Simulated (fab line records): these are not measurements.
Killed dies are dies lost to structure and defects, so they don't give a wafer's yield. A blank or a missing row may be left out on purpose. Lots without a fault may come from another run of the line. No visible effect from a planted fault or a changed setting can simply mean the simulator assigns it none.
Which tool did it?    flow n5_finfet    Sampling: 24 lots, 72 wafers, 3 of 1938 route steps

== WHAT EACH GAUGE READ, for each wafer ==
N5_BEOL_M1_CD_MEAS_35: target cd 18 nm, target cd y 21 nm.
lot   measured      on         cd_nm (nm)
L074  day 6 13:34   cd_sem-02  17.5 18.0 18.0
L075  day 6 20:17   cd_sem-02  17.6 18.1 17.6
L077  day 6 23:49   cd_sem-03  18.0 17.7 17.8
L076  day 7 03:50   cd_sem-02  18.0 18.1 18.2
L078  day 7 09:43   cd_sem-02  17.8 17.9 17.9
L079  day 7 22:50   cd_sem-02  18.5 18.4 18.3
L080  day 8 10:43   cd_sem-01  17.9 18.4 18.4
L081  day 8 19:52   cd_sem-02  18.4 17.8 18.4
L082  day 8 20:17   cd_sem-01  18.2 17.7 17.9
L083  day 9 03:54   cd_sem-01  18.0 17.7 18.1
L084  day 9 06:26   cd_sem-03  17.8 18.4 18.5
L085  day 9 13:41   cd_sem-01  18.3 18.3 18.1
L086  day 9 18:58   cd_sem-02  18.6 18.0 17.8
L087  day 9 19:40   cd_sem-02  17.8 17.5 17.9
L088  day 10 07:34  cd_sem-02  17.9 18.3 17.6
L089  day 10 07:31  cd_sem-03  17.9 18.1 18.1
L090  day 10 11:34  cd_sem-01  17.5 18.1 17.9
L091  day 10 19:07  cd_sem-01  17.3 18.1 18.3
L092  day 11 01:20  cd_sem-02  17.2 17.4 18.3
L093  day 11 04:04  cd_sem-02  18.0 17.9 17.7
L094  day 11 11:51  cd_sem-02  18.6 17.9 18.0
L095  day 11 16:32  cd_sem-03  18.0 17.8 17.5
L096  day 12 04:39  cd_sem-02  17.8 18.2 17.6
L097  day 12 08:40  cd_sem-01  18.0 18.0 17.6

== EACH LOT AND THE TOOL THAT RAN IT (in order: tool; ch and the chambers of the sampled wafers; start) ==
lot   N5_BEOL_M1_ETCH_64                  N5_BEOL_M1_STRIP_36
L074  rie_diel-05 ch 0,2,3, day 6 05:56   rie_diel-02 ch 0,2,3, day 6 13:11
L075  rie_diel-02 ch 0,1,2, day 6 17:53   rie_diel-06 ch 0,1,3, day 6 19:56
L077  rie_diel-02 ch 0,1, day 6 19:55     rie_diel-06 ch 1,2,3, day 6 23:28
L076  rie_diel-02 ch 0,2,3, day 6 23:37   rie_diel-05 ch 1,2,3, day 7 03:26
L078  rie_diel-05 ch 0,2,3, day 7 03:41   rie_diel-02 ch 0,1,3, day 7 09:22
L079  rie_diel-02 ch 0,3, day 7 15:12     rie_diel-05 ch 0,2,3, day 7 22:29
L080  rie_diel-06 ch 0,3, day 7 17:48     rie_diel-06 ch 0,1,2, day 8 10:22
L081  rie_diel-06 ch 0,2,3, day 7 23:36   rie_diel-06 ch 0,1,3, day 8 19:31
L082  rie_diel-05 ch 0,1,2, day 8 11:17   rie_diel-06 ch 0,1, day 8 19:55
L083  rie_diel-02 ch 0,2, day 8 17:40     rie_diel-02 ch 2,3, day 9 03:33
L084  rie_diel-02 ch 2,3, day 8 20:21     rie_diel-05 ch 1,2,3, day 9 06:05
L085  rie_diel-02 ch 1,3, day 9 07:12     rie_diel-02 ch 2,3, day 9 13:20
L086  rie_diel-02 ch 1,3, day 9 10:27     rie_diel-05 ch 0,1,3, day 9 18:37
L087  rie_diel-06 ch 0,1,2, day 9 14:23   rie_diel-05 ch 0,2,3, day 9 19:17
L088  rie_diel-05 ch 0,1,3, day 9 19:42   rie_diel-05 ch 0,1, day 10 07:07
L089  rie_diel-02 ch 1,2,3, day 10 00:02  rie_diel-06 ch 0,3, day 10 07:09
L090  rie_diel-06 ch 0,3, day 10 08:07    rie_diel-02 ch 1,2,3, day 10 11:13
L091  rie_diel-02 ch 0,3, day 10 08:32    rie_diel-05 ch 1,3, day 10 18:46
L092  rie_diel-05 ch 0,1,2, day 10 16:49  rie_diel-06 ch 1,2,3, day 11 01:00
L093  rie_diel-05 ch 0,1, day 10 22:55    rie_diel-02 ch 0,1,3, day 11 03:43
L094  rie_diel-05 ch 0,1,2, day 11 08:46  rie_diel-06 ch 0,2,3, day 11 11:29
L095  rie_diel-05 ch 1,2,3, day 11 12:07  rie_diel-06 ch 2,3, day 11 16:10
L096  rie_diel-02 ch 0,2, day 12 01:53    rie_diel-06 ch 0,1,3, day 12 04:17
L097  rie_diel-06 ch 1,2,3, day 12 02:05  rie_diel-05 ch 0,2,3, day 12 08:18
- N5_BEOL_M1_ETCH_64: etches SOC in N2/H2, target depth 75 nm, overetch 15 nm, time 112.5 s.
- N5_BEOL_M1_STRIP_36: strips in N2/H2.

== AS READ BY THE TOOLS THEMSELVES (means over the sampled wafers that have a number; for cases with no such wafer, the mark the record gives instead) ==
N5_BEOL_M1_ETCH_64.
lot   tool         bias_w (W)  drypump_motor_current_A (A)  oes_product_au (a.u.)  rf_vpp_V (V)  showerhead_plenum_p_Torr (Torr)  throttle_valve_pct (%)
L074  rie_diel-05  150.0       5.6                          0.59                   524.6         2.56                             17.98
L075  rie_diel-02  149.9       6.0                          0.64                   525.4         2.60                             17.75
L077  rie_diel-02  149.9       6.3                          0.61                   526.2         2.65                             17.75
L076  rie_diel-02  150.0       5.6                          0.64                   524.7         2.55                             17.88
L078  rie_diel-05  150.3       5.7                          0.58                   524.3         2.56                             18.01
L079  rie_diel-02  150.5       5.5                          0.66                   526.7         2.60                             18.00
L080  rie_diel-06  150.4       5.5                          0.60                   520.0         2.37                             18.02
L081  rie_diel-06  149.9       5.8                          0.64                   521.4         2.45                             17.96
L082  rie_diel-05  150.2       5.8                          0.57                   525.0         2.60                             18.14
L083  rie_diel-02  150.4       5.6                          0.61                   522.2         2.51                             17.78
L084  rie_diel-02  149.6       5.2                          0.69                   523.8         2.54                             18.01
L085  rie_diel-02  150.3       6.1                          0.70                   527.3         2.67                             17.88
L086  rie_diel-02  149.8       6.1                          0.70                   527.8         2.67                             17.89
L087  rie_diel-06  150.1       5.9                          0.64                   522.0         2.49                             18.01
L088  rie_diel-05  150.3       5.5                          0.62                   525.1         2.54                             17.80
L089  rie_diel-02  150.3       5.7                          0.67                   524.5         2.58                             17.91
L090  rie_diel-06  149.8       5.5                          0.58                   518.2         2.37                             18.05
L091  rie_diel-02  149.6       5.5                          0.72                   524.4         2.59                             17.88
L092  rie_diel-05  150.0       5.8                          0.63                   524.4         2.59                             18.03
L093  rie_diel-05  150.2       5.7                          0.67                   523.1         2.53                             17.83
L094  rie_diel-05  150.4       5.8                          0.62                   525.6         2.59                             18.04
L095  rie_diel-05  150.4       5.6                          0.56                   525.5         2.60                             18.03
L096  rie_diel-02  150.5       5.9                          0.68                   524.1         2.55                             17.49
L097  rie_diel-06  150.0       6.2                          0.61                   522.8         2.50                             18.03

N5_BEOL_M1_STRIP_36.
lot   tool         drypump_motor_current_A (A)  oes_product_au (a.u.)  rf_vpp_V (V)  showerhead_plenum_p_Torr (Torr)  throttle_valve_pct (%)
L074  rie_diel-02  5.5                          0.82                   58.7          2.55                             23.79
L075  rie_diel-06  5.9                          0.76                   58.7          2.42                             23.80
L077  rie_diel-06  6.2                          0.82                   59.5          2.51                             23.76
L076  rie_diel-05  5.6                          0.72                   59.9          2.61                             23.85
L078  rie_diel-02  6.0                          0.84                   58.5          2.64                             23.86
L079  rie_diel-05  5.6                          0.73                   59.3          2.55                             23.84
L080  rie_diel-06  5.9                          0.82                   58.5          2.49                             23.81
L081  rie_diel-06  5.9                          0.74                   59.1          2.42                             23.82
L082  rie_diel-06  6.1                          0.76                   56.8          2.46                             23.84
L083  rie_diel-02  5.3                          0.87                   58.2          2.53                             23.97
L084  rie_diel-05  5.6                          0.71                   59.4          2.60                             23.87
L085  rie_diel-02  5.3                          0.84                   59.9          2.49                             23.77
L086  rie_diel-05  5.5                          0.79                   59.0          2.54                             23.74
L087  rie_diel-05  5.7                          0.82                   59.5          2.55                             23.78
L088  rie_diel-05  5.8                          0.87                   60.4          2.53                             23.84
L089  rie_diel-06  5.5                          0.73                   57.2          2.36                             23.86
L090  rie_diel-02  5.7                          0.85                   57.5          2.57                             23.83
L091  rie_diel-05  5.3                          0.69                   59.1          2.55                             23.64
L092  rie_diel-06  6.2                          0.77                   58.9          2.50                             23.78
L093  rie_diel-02  6.0                          0.89                   57.8          2.63                             23.74
L094  rie_diel-06  5.8                          0.77                   58.9          2.44                             23.82
L095  rie_diel-06  6.1                          0.82                   58.9          2.52                             23.74
L096  rie_diel-06  5.9                          0.72                   59.0          2.41                             23.86
L097  rie_diel-05  5.7                          0.79                   59.0          2.54                             23.82

== THE ANSWER, worked out from the rows above alone ==
Rule: usual is defined by the lots themselves. The widest of any qualifying gaps counts: lots, ordered by their means at a reading, are off when they make up no more than a third of the lots, leave a main group of 4 or more, and stand apart from it by 3 or more times the standard deviation of that group's means. If all means in a main group match to the digits the tables above print for the reading, that group is not used. Also off: a lot with no number at a reading for which 4 or more lots have one. Any other lot the step has rows for is counted as sound. Order of review: gauges by route order, followed by the tools' own readings, for which a lot's mean as printed above is used. At the first step where some lot is off, the reading lying furthest off is the one used; lots without a number count as furthest.
None of the lots is off at any reading shown; this tells nothing.

== WHAT THE SIMULATOR HAD PUT IN ==
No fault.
